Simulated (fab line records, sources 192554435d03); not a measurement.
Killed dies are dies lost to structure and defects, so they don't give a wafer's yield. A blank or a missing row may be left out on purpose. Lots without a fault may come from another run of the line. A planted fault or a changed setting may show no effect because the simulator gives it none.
Chamber matching | flow n5_finfet | N5_SPACER0_ALD_08 on ald_sin-04: 4 sister chambers
The step deposits SiNx, target thk 2 nm. 4 wafers are shown with their chamber, then 7 later ones without.

WAFERS WITH THEIR CHAMBER
wafer  | chamber | heater_power_w (W)
L076.5 | 1       | 800
L079.2 | 2       | 945
L084.2 | 3       | 907
L084.3 | 0       | 1058

WAFERS WITHOUT THEIR CHAMBER
wafer  | heater_power_w (W)
L084.4 | 933
L092.2 | 941
L092.4 | 1035
L092.6 | 936
L093.2 | 1053
L093.3 | 807
L093.5 | 1039

WHICH CHAMBER EACH WENT THROUGH
wafer  | from the rows above     | in truth
L084.4 | can't be placed: 2 or 3 | 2
L092.2 | 2                       | 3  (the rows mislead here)
L092.4 | 0                       | 0
L092.6 | can't be placed: 2 or 3 | 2
L093.2 | 0                       | 0
L093.3 | 1                       | 1
L093.5 | 0                       | 0
Placed correctly: 4 of 7. Can't be placed from these rows: 2 (the true chamber is among the candidates in 2). Placed wrongly: 1.
How it was worked out, from the rows above alone: a wafer's distance from a chamber is the root of the sum, over the readings, of the square of ((its reading less the chamber's mean) divided by the reading's scatter). The wafer belongs to the nearest chamber; if the next one is less than 2 further off, it can't be placed. A chamber's mean is the mean of its shown wafers. The scatter: with one shown wafer a chamber, the root of the mean of the squares of how far each hidden wafer lies from its nearest shown one.
